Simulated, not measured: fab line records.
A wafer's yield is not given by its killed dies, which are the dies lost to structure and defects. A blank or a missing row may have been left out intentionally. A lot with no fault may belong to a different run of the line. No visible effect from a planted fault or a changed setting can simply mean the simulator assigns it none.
fab line records / flow nand_harc / part 2 of 2: steps 27 to 40 of 40
record: lots: 5 wafers: 15 last_day: 31
route steps=1302 shown P_M0@258 P_M1@285
lots untouched by any fault: they come from a run of this same line in which no faults occurred
start_h: start of the lot's first displayed wafer, in hours after the record's first day / wait_h: how many hours have passed since the lot's step before this one / " as in the row above / L1.1+2: several wafers, shown together as one row / - no value present, or no start provided / * or withheld: withheld / < > ~ a bound
route shown NAME@n: NAME is a module with steps in the file, n the number in the route of the first one / usual: mean and standard deviation over wafers with no fault / same: alike in all rows / chamber/n: place in a boat / sites: readings site by site / _std_site: their standard deviation / _edge_site: inner sites' mean taken away from outer sites' mean / radius_mm: how far each site lies from the wafer's centre / mask NAME#n: copy n / behind: the last tool/chamber to shape the wafer / hold: why the lot was held/for how many hours/how that ended / device: which transistor (n, p or np) failed to switch / end of line: tests run on the same wafers once the route is complete / a step with no rows: only its recipe / killed: dies that structure and defects cost at the first sort, which is not the same as the wafer's yield / map: a wafer's dies, x killed, . not, _ none there
set.NAME: setting as actually run; set.NAME@STEP: the setting as run at that earlier step / model.NAME: the simulator's own value behind a step, which no gauge read
a table for each step, a row for each wafer; lots at some steps of the route
services: from which hour (start_h, from the record's first day; less than 0 if before it) a tool's chamber was out of use, for how many hours, and why
== steps ==
step: NHARC_P_M1_DEP_00
recipe: target_thk_a: 1825 target_thk_nm: 182.5 temp_c: withheld pressure_torr: 5 flow_sccm: 200 rf_w: 600 material: SiOC
lot.wafer=L076.1+2+4 tool=pecvd-02 chamber=0,1,1 start_h=140.97 wait_h=-
lot.wafer=L085.1+4+6 tool=pecvd-03 chamber=1,0,1 start_h=- wait_h=-
lot.wafer=L086.3+2+1 tool=pecvd-03 chamber=2,0,1 start_h=243.03 wait_h=-
lot.wafer=L088.1+4+5 tool=pecvd-03 chamber=0,0,1 start_h=271.70 wait_h=-
lot.wafer=L092.1+2+6 tool=pecvd-02 chamber=0,1,1 start_h=301.41 wait_h=-
step: NHARC_P_M1_DEHYDRATE_01
recipe: temp_c: 150 time_s: 120
same: time_s: 120
lot.wafer=L076.1+2+4 tool=litho_track-06 chamber=0 start_h=141.38 wait_h=-
lot.wafer=L085.1+4+6 tool=litho_track-04 chamber=0 start_h=233.41 wait_h=-
lot.wafer=L086.1+2+3 tool=litho_track-06 chamber=0 start_h=243.43 wait_h=-
lot.wafer=L088.1+4+5 tool=litho_track-01 chamber=0 start_h=272.06 wait_h=-
lot.wafer=L092.1+2+6 tool=litho_track-01 chamber=0 start_h=301.77 wait_h=-
step: NHARC_P_M1_HMDS_02
recipe: time_s: 30
same: time_s: 30
lot.wafer=L076.1+2+4 tool=litho_track-06 chamber=0 start_h=- wait_h=-
lot.wafer=L085.1+4+6 tool=litho_track-04 chamber=0 start_h=- wait_h=-
lot.wafer=L086.1+2+3 tool=litho_track-06 chamber=0 start_h=- wait_h=-
lot.wafer=L088.1+4+5 tool=litho_track-01 chamber=0 start_h=- wait_h=-
lot.wafer=L092.1+2+6 tool=litho_track-01 chamber=0 start_h=- wait_h=-
step: NHARC_P_M1_COAT_34
recipe: temp_c: 200 time_s: 65
same: time_s: 65
lot.wafer=L076.1+2+4 tool=litho_track-06 chamber=0 start_h=- wait_h=-
lot.wafer=L085.1+4+6 tool=litho_track-04 chamber=0 start_h=- wait_h=-
lot.wafer=L086.1+2+3 tool=litho_track-06 chamber=0 start_h=- wait_h=-
lot.wafer=L088.1+4+5 tool=litho_track-01 chamber=0 start_h=- wait_h=-
lot.wafer=L092.1+2+6 tool=litho_track-01 chamber=0 start_h=- wait_h=-
step: NHARC_P_M1_COAT_03
recipe: spin_rpm: 1500 resist_thk_nm: 90
lot.wafer=L076.1+2+4 tool=litho_track-06 chamber=0 start_h=- wait_h=-
lot.wafer=L085.1+4+6 tool=litho_track-04 chamber=0 start_h=- wait_h=-
lot.wafer=L086.1+2+3 tool=litho_track-06 chamber=0 start_h=- wait_h=-
lot.wafer=L088.1+4+5 tool=litho_track-01 chamber=0 start_h=- wait_h=-
lot.wafer=L092.1+2+6 tool=litho_track-01 chamber=0 start_h=- wait_h=-
step: NHARC_P_M1_SOFTBAKE_04
recipe: temp_c: 105 time_s: 55
same: time_s: 55
lot.wafer=L076.1+2+4 tool=litho_track-06 chamber=0 start_h=- wait_h=-
lot.wafer=L085.1+4+6 tool=litho_track-04 chamber=0 start_h=- wait_h=-
lot.wafer=L086.1+2+3 tool=litho_track-06 chamber=0 start_h=- wait_h=-
lot.wafer=L088.1+4+5 tool=litho_track-01 chamber=0 start_h=- wait_h=-
lot.wafer=L092.1+2+6 tool=litho_track-01 chamber=0 start_h=- wait_h=-
step: NHARC_P_M1_EBR_05
lot.wafer=L076.1+2+4 tool=litho_track-06 chamber=0 start_h=- wait_h=-
lot.wafer=L085.1+4+6 tool=litho_track-04 chamber=0 start_h=- wait_h=-
lot.wafer=L086.1+2+3 tool=litho_track-06 chamber=0 start_h=- wait_h=-
lot.wafer=L088.1+4+5 tool=litho_track-01 chamber=0 start_h=- wait_h=-
lot.wafer=L092.1+2+6 tool=litho_track-01 chamber=0 start_h=- wait_h=-
step: NHARC_P_M1_EXPOSE_06
recipe: na: 1.35 target_cd_nm: 130 dose_mj: 81.88 mask_id: P_M1
same: na: 1.35
lot.wafer=L076.1+2+4 tool=arfi_scanner-01 chamber=0 start_h=141.54 wait_h=- mask=P_M1#0
lot.wafer=L085.1+4+6 tool=arfi_scanner-02 chamber=0 start_h=233.70 wait_h=- mask=P_M1#0
lot.wafer=L086.1+2+3 tool=arfi_scanner-01 chamber=0 start_h=243.72 wait_h=- mask=P_M1#0
lot.wafer=L088.1+4+5 tool=arfi_scanner-01 chamber=0 start_h=272.35 wait_h=- mask=P_M1#0
lot.wafer=L092.1+2+6 tool=arfi_scanner-01 chamber=0 start_h=302.05 wait_h=- mask=P_M1#0
step: NHARC_P_M1_PEB_07
recipe: peb_temp_c: 100 peb_time_s: 65
lot.wafer=L076.1+2+4 tool=litho_track-01 chamber=0 start_h=141.60 wait_h=0.1
lot.wafer=L085.1+4+6 tool=litho_track-01 chamber=0 start_h=233.76 wait_h=0.1
lot.wafer=L086.1+2+3 tool=litho_track-06 chamber=0 start_h=243.78 wait_h=0.1
lot.wafer=L088.1+4+5 tool=litho_track-06 chamber=0 start_h=272.41 wait_h=0.1
lot.wafer=L092.1+2+6 tool=litho_track-04 chamber=0 start_h=302.11 wait_h=0.1
step: NHARC_P_M1_DEVELOP_08
recipe: develop_time_s: 35 dev_temp_c: 23
lot.wafer=L076.1+2+4 tool=litho_track-01 chamber=0 start_h=- wait_h=-
lot.wafer=L085.1+4+6 tool=litho_track-01 chamber=0 start_h=- wait_h=-
lot.wafer=L086.1+2+3 tool=litho_track-06 chamber=0 start_h=- wait_h=-
lot.wafer=L088.1+4+5 tool=litho_track-06 chamber=0 start_h=- wait_h=-
lot.wafer=L092.1+2+6 tool=litho_track-04 chamber=0 start_h=- wait_h=-
step: NHARC_P_M1_CD_MEAS_09
recipe: target_cd_nm: 130 landing_energy_ev: 500
usual: cd_nm: 130.1/0.85
lot.wafer=L076.1 tool=cd_sem-01 chamber=0 start_h=141.68 wait_h=- cd_nm=130.8
lot.wafer=L076.2 tool=cd_sem-01 chamber=0 start_h=141.68 wait_h=- cd_nm=131.3
lot.wafer=L076.4 tool=cd_sem-01 chamber=0 start_h=141.68 wait_h=- cd_nm=131.3
lot.wafer=L085.1 tool=cd_sem-02 chamber=0 start_h=233.84 wait_h=- cd_nm=131.0
lot.wafer=L085.4 tool=cd_sem-02 chamber=0 start_h=233.84 wait_h=- cd_nm=130.9
lot.wafer=L085.6 tool=cd_sem-02 chamber=0 start_h=233.84 wait_h=- cd_nm=130.9
lot.wafer=L086.1 tool=cd_sem-03 chamber=0 start_h=243.86 wait_h=- cd_nm=129.7
lot.wafer=L086.2 tool=cd_sem-03 chamber=0 start_h=243.86 wait_h=- cd_nm=129.1
lot.wafer=L086.3 tool=cd_sem-03 chamber=0 start_h=243.86 wait_h=- cd_nm=128.9
lot.wafer=L088.1 tool=cd_sem-01 chamber=0 start_h=272.49 wait_h=- cd_nm=129.6
lot.wafer=L088.4 tool=cd_sem-01 chamber=0 start_h=272.49 wait_h=- cd_nm=129.2
lot.wafer=L088.5 tool=cd_sem-01 chamber=0 start_h=272.49 wait_h=- cd_nm=129.5
lot.wafer=L092.1 tool=cd_sem-01 chamber=0 start_h=302.19 wait_h=- cd_nm=129.6
lot.wafer=L092.2 tool=cd_sem-01 chamber=0 start_h=302.19 wait_h=- cd_nm=129.0
lot.wafer=L092.6 tool=cd_sem-01 chamber=0 start_h=302.19 wait_h=- cd_nm=128.9
step: NHARC_P_M1_OVL_MEAS_10
recipe: pitch_nm: 260
usual: overlay_x_nm: 0.0/0.5 overlay_y_nm: 0.0/0.95
lot.wafer=L076.1 tool=overlay-01 chamber=- start_h=141.77 wait_h=- overlay_x_nm=-0.2 overlay_y_nm=1.8
lot.wafer=L076.2 tool=overlay-01 chamber=- start_h=141.77 wait_h=- overlay_x_nm=-0.6 overlay_y_nm=1.3
lot.wafer=L076.4 tool=overlay-01 chamber=- start_h=141.77 wait_h=- overlay_x_nm=-0.6 overlay_y_nm=1.7
lot.wafer=L085.1 tool=overlay-02 chamber=- start_h=233.92 wait_h=- overlay_x_nm=0.4 overlay_y_nm=0.7
lot.wafer=L085.4 tool=overlay-02 chamber=- start_h=233.92 wait_h=- overlay_x_nm=0.6 overlay_y_nm=0.5
lot.wafer=L085.6 tool=overlay-02 chamber=- start_h=233.92 wait_h=- overlay_x_nm=0.5 overlay_y_nm=1.2
lot.wafer=L086.1 tool=overlay-02 chamber=- start_h=243.95 wait_h=- overlay_x_nm=-0.2 overlay_y_nm=-0.5
lot.wafer=L086.2 tool=overlay-02 chamber=- start_h=243.95 wait_h=- overlay_x_nm=-0.3 overlay_y_nm=-0.3
lot.wafer=L086.3 tool=overlay-02 chamber=- start_h=243.95 wait_h=- overlay_x_nm=-0.1 overlay_y_nm=-0.9
lot.wafer=L088.1 tool=overlay-01 chamber=- start_h=272.57 wait_h=- overlay_x_nm=-0.3 overlay_y_nm=-0.2
lot.wafer=L088.4 tool=overlay-01 chamber=- start_h=272.57 wait_h=- overlay_x_nm=-0.3 overlay_y_nm=-0.5
lot.wafer=L088.5 tool=overlay-01 chamber=- start_h=272.57 wait_h=- overlay_x_nm=-0.6 overlay_y_nm=-0.3
lot.wafer=L092.1 tool=overlay-02 chamber=- start_h=302.28 wait_h=- overlay_x_nm=0.0 overlay_y_nm=-1.3
lot.wafer=L092.2 tool=overlay-02 chamber=- start_h=302.28 wait_h=- overlay_x_nm=0.0 overlay_y_nm=-0.9
lot.wafer=L092.6 tool=overlay-02 chamber=- start_h=302.28 wait_h=- overlay_x_nm=0.6 overlay_y_nm=-1.5
step: NHARC_P_M1_INSPECT_11
usual: raw_defect_count: 4.3/2.5
lot.wafer=L076.1 tool=defect_inspect-02 chamber=- start_h=141.80 wait_h=0.0 raw_defect_count=3
lot.wafer=L076.2 tool=defect_inspect-02 chamber=- start_h=141.80 wait_h=0.0 raw_defect_count=2
lot.wafer=L076.4 tool=defect_inspect-02 chamber=- start_h=141.80 wait_h=0.0 raw_defect_count=0
lot.wafer=L085.1 tool=defect_inspect-01 chamber=- start_h=233.96 wait_h=0.0 raw_defect_count=9
lot.wafer=L085.4 tool=defect_inspect-01 chamber=- start_h=233.96 wait_h=0.0 raw_defect_count=2
lot.wafer=L085.6 tool=defect_inspect-01 chamber=- start_h=233.96 wait_h=0.0 raw_defect_count=3
lot.wafer=L086.1 tool=defect_inspect-02 chamber=- start_h=243.98 wait_h=0.0 raw_defect_count=6
lot.wafer=L086.2 tool=defect_inspect-02 chamber=- start_h=243.98 wait_h=0.0 raw_defect_count=2
lot.wafer=L086.3 tool=defect_inspect-02 chamber=- start_h=243.98 wait_h=0.0 raw_defect_count=4
lot.wafer=L088.1 tool=defect_inspect-02 chamber=- start_h=272.61 wait_h=0.0 raw_defect_count=2
lot.wafer=L088.4 tool=defect_inspect-02 chamber=- start_h=272.61 wait_h=0.0 raw_defect_count=3
lot.wafer=L088.5 tool=defect_inspect-02 chamber=- start_h=272.61 wait_h=0.0 raw_defect_count=4
lot.wafer=L092.1 tool=defect_inspect-02 chamber=- start_h=302.32 wait_h=0.0 raw_defect_count=3
lot.wafer=L092.2 tool=defect_inspect-02 chamber=- start_h=302.32 wait_h=0.0 raw_defect_count=4
lot.wafer=L092.6 tool=defect_inspect-02 chamber=- start_h=302.32 wait_h=0.0 raw_defect_count=3
step: NHARC_P_M1_DESCUM_14
recipe: time_s: 3 o2_flow_sccm: 200 ar_flow_sccm: 0 bias_power_w: 0 chemistry: O2
usual: chamber_pressure_mTorr: 60.00/0.052 drypump_motor_current_A: 5.7/0.36 oes_product_au: 0.995/0.01 rf_vpp_V: 57.6/0.85 showerhead_plenum_p_Torr: 1.88/0.087 throttle_valve_pct: 11.312/0.01
same: bias_power_w: 0 time_s: 3
lot.wafer=L076.4 tool=rie_diel-12 chamber=2 start_h=141.86 wait_h=0.1 chamber_pressure_mTorr=59.91 drypump_motor_current_A=5.6 oes_product_au=0.990 rf_hours_counter_h=1 rf_vpp_V=58.2 showerhead_plenum_p_Torr=1.80 throttle_valve_pct=11.306
lot.wafer=L076.2 tool=rie_diel-12 chamber=0 start_h=141.86 wait_h=0.1 chamber_pressure_mTorr=60.01 drypump_motor_current_A=6.2 oes_product_au=1.013 rf_hours_counter_h=2 rf_vpp_V=57.2 showerhead_plenum_p_Torr=1.87 throttle_valve_pct=11.291
lot.wafer=L076.1 tool=rie_diel-12 chamber=1 start_h=141.86 wait_h=0.1 chamber_pressure_mTorr=60.03 drypump_motor_current_A=5.5 oes_product_au=0.987 rf_hours_counter_h=2 rf_vpp_V=56.6 showerhead_plenum_p_Torr=1.79 throttle_valve_pct=11.309
lot.wafer=L085.1 tool=rie_diel-12 chamber=0 start_h=234.03 wait_h=0.1 chamber_pressure_mTorr=59.95 drypump_motor_current_A=6.2 oes_product_au=1.013 rf_hours_counter_h=9 rf_vpp_V=56.2 showerhead_plenum_p_Torr=1.87 throttle_valve_pct=11.333
lot.wafer=L085.4 tool=rie_diel-12 chamber=2 start_h=234.03 wait_h=0.1 chamber_pressure_mTorr=59.94 drypump_motor_current_A=5.5 oes_product_au=0.986 rf_hours_counter_h=8 rf_vpp_V=57.5 showerhead_plenum_p_Torr=1.80 throttle_valve_pct=11.317
lot.wafer=L085.6 tool=rie_diel-12 chamber=3 start_h=234.03 wait_h=0.1 chamber_pressure_mTorr=60.02 drypump_motor_current_A=5.6 oes_product_au=1.002 rf_hours_counter_h=- rf_vpp_V=57.7 showerhead_plenum_p_Torr=1.90 throttle_valve_pct=11.316
lot.wafer=L086.2 tool=rie_diel-07 chamber=2 start_h=244.04 wait_h=0.1 chamber_pressure_mTorr=59.98 drypump_motor_current_A=5.8 oes_product_au=0.974 rf_hours_counter_h=34 rf_vpp_V=58.0 showerhead_plenum_p_Torr=1.80 throttle_valve_pct=11.296
lot.wafer=L086.3 tool=rie_diel-07 chamber=3 start_h=244.04 wait_h=0.1 chamber_pressure_mTorr=59.96 drypump_motor_current_A=6.0 oes_product_au=1.012 rf_hours_counter_h=33 rf_vpp_V=58.0 showerhead_plenum_p_Torr=1.90 throttle_valve_pct=11.303
lot.wafer=L086.1 tool=rie_diel-07 chamber=1 start_h=244.04 wait_h=0.1 chamber_pressure_mTorr=60.06 drypump_motor_current_A=6.3 oes_product_au=0.986 rf_hours_counter_h=31 rf_vpp_V=58.1 showerhead_plenum_p_Torr=1.94 throttle_valve_pct=11.302
lot.wafer=L088.4 tool=rie_diel-03 chamber=0 start_h=272.68 wait_h=0.1 chamber_pressure_mTorr=60.00 drypump_motor_current_A=5.4 oes_product_au=0.981 rf_hours_counter_h=15 rf_vpp_V=57.8 showerhead_plenum_p_Torr=1.78 throttle_valve_pct=11.317
lot.wafer=L088.1 tool=rie_diel-03 chamber=1 start_h=272.68 wait_h=0.1 chamber_pressure_mTorr=59.99 drypump_motor_current_A=5.5 oes_product_au=0.980 rf_hours_counter_h=13 rf_vpp_V=59.2 showerhead_plenum_p_Torr=2.04 throttle_valve_pct=11.309
lot.wafer=L088.5 tool=rie_diel-03 chamber=0 start_h=272.68 wait_h=0.1 chamber_pressure_mTorr=60.00 drypump_motor_current_A=5.4 oes_product_au=0.981 rf_hours_counter_h=- rf_vpp_V=57.4 showerhead_plenum_p_Torr=1.78 throttle_valve_pct=11.320
lot.wafer=L092.1 tool=rie_diel-03 chamber=0 start_h=302.38 wait_h=0.1 chamber_pressure_mTorr=60.04 drypump_motor_current_A=5.4 oes_product_au=0.986 rf_hours_counter_h=1 rf_vpp_V=55.9 showerhead_plenum_p_Torr=1.78 throttle_valve_pct=11.310
lot.wafer=L092.2 tool=rie_diel-03 chamber=2 start_h=302.38 wait_h=0.1 chamber_pressure_mTorr=60.03 drypump_motor_current_A=5.5 oes_product_au=0.995 rf_hours_counter_h=1 rf_vpp_V=56.7 showerhead_plenum_p_Torr=1.85 throttle_valve_pct=11.310
lot.wafer=L092.6 tool=rie_diel-03 chamber=0 start_h=302.38 wait_h=0.1 chamber_pressure_mTorr=60.01 drypump_motor_current_A=5.4 oes_product_au=0.998 rf_hours_counter_h=- rf_vpp_V=58.3 showerhead_plenum_p_Torr=1.78 throttle_valve_pct=11.294
== services ==
tool=arfi_scanner-01 chamber=- start_h=113.75 hours=2.8 kind=repair
tool=rie_diel-11 chamber=- start_h=117.97 hours=0.4 kind=repair
tool=wet_bench-08 chamber=- start_h=118.40 hours=8.0 kind=pm
tool=rie_diel-13 chamber=2 start_h=119.30 hours=2.7 kind=repair
tool=pecvd-03 chamber=- start_h=130.21 hours=1.0 kind=repair
tool=rie_diel-13 chamber=2 start_h=139.25 hours=1.6 kind=repair
tool=pecvd-03 chamber=- start_h=142.50 hours=11.9 kind=repair
tool=cmp-03 chamber=- start_h=154.96 hours=0.6 kind=repair
tool=litho_track-01 chamber=- start_h=155.00 hours=7.0 kind=pm
tool=cmp-03 chamber=- start_h=160.10 hours=0.6 kind=repair
tool=cmp-03 chamber=- start_h=162.00 hours=4.0 kind=pm
tool=rie_diel-13 chamber=- start_h=165.50 hours=9.0 kind=pm
tool=pvd_sputter-03 chamber=- start_h=170.00 hours=10.0 kind=pm
tool=litho_track-06 chamber=- start_h=179.00 hours=7.0 kind=pm
tool=cmp-03 chamber=- start_h=181.87 hours=18.9 kind=repair
tool=pecvd-03 chamber=- start_h=185.05 hours=13.0 kind=pm
tool=rie_diel-13 chamber=3 start_h=197.57 hours=5.2 kind=repair
tool=litho_track-04 chamber=- start_h=203.00 hours=7.0 kind=pm
tool=pvd_sputter-02 chamber=- start_h=221.84 hours=8.3 kind=repair
tool=pecvd-02 chamber=- start_h=227.00 hours=13.0 kind=pm
tool=rie_diel-11 chamber=- start_h=256.93 hours=9.0 kind=pm
tool=pvd_sputter-02 chamber=- start_h=282.01 hours=10.0 kind=pm
tool=pecvd-02 chamber=- start_h=288.22 hours=0.7 kind=repair
tool=pecvd-02 chamber=0 start_h=293.24 hours=2.4 kind=repair
